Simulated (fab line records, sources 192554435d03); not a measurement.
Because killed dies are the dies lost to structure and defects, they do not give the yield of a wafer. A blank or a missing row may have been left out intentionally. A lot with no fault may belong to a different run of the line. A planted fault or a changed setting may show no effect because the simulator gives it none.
Split-lot study -- flow n5Finfet -- 33 wafers read across 7 lots, on a route 1938 steps long

THE SPLIT
At N5_BEOL_M3_TRENCH_ETCH_37 (etches SiOC in C4F6/O2, target depth 55.555 nm, time 29.2 s), the setting timeS was moved away from the recipe's 29.2 s on 12 of the 33 wafers read, by -19.4% to +59.7%. All remaining wafers had this setting at the recipe value.

FROM THE SPLIT TO THE READING: what the file shows between them, 2 steps
- N5_BEOL_M3_ETCH_41: etches SiCN in CH3F/O2, target depth 29.9 nm, time 52.5 s
- N5_BEOL_M3_STRIP_97: strips in N2/H2, time 10 s

THE READING
trenchDepthNm, in nm, at N5_BEOL_M3_OCD_MEAS_38. On this fab line, fault-free wafers typically give 55.3 nm with a standard deviation of 0.64 nm.

wafer,"tool, chamber at the split","timeS as run, s",against the recipe,"trenchDepthNm, nm",against lot-mates on the recipe
L083.1,"rieDiel-04, 0",23.61,-19.1%,44.5,-10.8
L083.2,"rieDiel-04, 1",29.2,recipe,55.2,-
L083.3,"rieDiel-04, 2",29.2,recipe,55.1,-
L083.4,"rieDiel-04, 0",23.61,-19.1%,44.5,-10.8
L083.5,"rieDiel-04, 2",23.61,-19.1%,44.7,-10.6
L083.6,"rieDiel-04, 1",29.2,recipe,55.6,-
L080.1,"rieDiel-04, 2",29.2,recipe,54.9,-
L080.2,"rieDiel-04, 1",46.64,+59.7%,88.4,+32.9
L080.3,"rieDiel-04, 0",29.2,recipe,55.6,-
L080.4,"rieDiel-04, 1",29.2,recipe,55.9,-
L080.5,"rieDiel-04, 0",46.64,+59.7%,87.6,+32.1
L080.6,"rieDiel-04, 2",46.64,+59.7%,88.6,+33.1
L082.1,"rieDiel-04, 3",29.2,recipe,56.5,-
L082.3,"rieDiel-04, 2",23.54,-19.4%,44.2,-12.3
L082.6,"rieDiel-04, 2",23.54,-19.4%,44.6,-11.9
L086.2,"rieDiel-02, 1",29.2,recipe,55.7,-
L086.5,"rieDiel-02, 0",29.2,recipe,55.0,-
L086.6,"rieDiel-02, 3",29.2,recipe,55.5,-
L091.2,"rieDiel-04, 1",39.28,+34.5%,73.9,+18.2
L091.3,"rieDiel-04, 3",29.2,recipe,56.1,-
L091.6,"rieDiel-04, 2",29.2,recipe,55.4,-
L092.1,"rieDiel-05, 2",29.2,recipe,56.3,-
L092.2,"rieDiel-05, 1",29.2,recipe,57.0,-
L092.3,"rieDiel-05, 0",29.2,recipe,55.4,-
L092.4,"rieDiel-05, 3",29.2,recipe,54.2,-
L092.5,"rieDiel-05, 3",29.2,recipe,54.3,-
L092.6,"rieDiel-05, 0",29.2,recipe,54.8,-
L095.1,"rieDiel-02, 1",29.2,recipe,55.8,-
L095.2,"rieDiel-02, 3",42.45,+45.4%,81.0,+25.7
L095.3,"rieDiel-02, 2",29.2,recipe,55.5,-
L095.4,"rieDiel-02, 0",42.45,+45.4%,80.0,+24.7
L095.5,"rieDiel-02, 0",29.2,recipe,54.6,-
L095.6,"rieDiel-02, 1",42.45,+45.4%,81.5,+26.2

FIT RESULTS
A straight line over all 33 wafers: trenchDepthNm changes by +0.554 nm for each +1% of timeS; r = +1.00; the points scatter about the line by 0.64 nm.
The same after taking each lot's own level away (the mean of its wafers on the recipe; 33 wafers): +0.557 nm for each +1%; r = +1.00; scatter 0.7 nm.
According to that fit, moving timeS by its largest amount changes the reading by 33 nm.
Measured against the standard deviation above, the lots' own levels, which go from 55.30 to 56.50 nm, span 1.9 times it.
Consequently the slope shifts little with the lot-to-lot level, the two slopes agreeing.
Check: for one of the wafers moved furthest among these (+59.7%), held out of the fit, the line's prediction against its lot-mates is +33.1 nm. Against them it came out at +32.9 nm.

THE WHOLE CHAIN: every reading that the file lists as answering this split, in the file's order
step,what it does,reading,change (the file's fit),r (the file's)
N5_BEOL_M3_TRENCH_ETCH_37,"etches SiOC in C4F6/O2, target depth 55.555 nm, time 29.2 s","etch.depthNm (the simulator's own value, which no gauge read)",+0.554 nm for each +1% of the setting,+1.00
N5_BEOL_M3_TRENCH_ETCH_37,"etches SiOC in C4F6/O2, target depth 55.555 nm, time 29.2 s","BEOL_M3.featureDepthNm (the simulator's own value, which no gauge read)",+0.554 nm for each +1% of the setting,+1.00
N5_BEOL_M3_TRENCH_ETCH_37,"etches SiOC in C4F6/O2, target depth 55.555 nm, time 29.2 s","TiN_of_BEOL_M3_HM_DEP_02.thkNm (the simulator's own value, which no gauge read)",-0.0249 nm for each +1% of the setting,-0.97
N5_BEOL_M3_OCD_MEAS_38,,trenchDepthNm,+0.553 nm for each +1% of the setting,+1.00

THE FILE'S OWN FIT
trenchDepthNm changes by +0.553 nm for each +1% of timeS, r = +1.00.
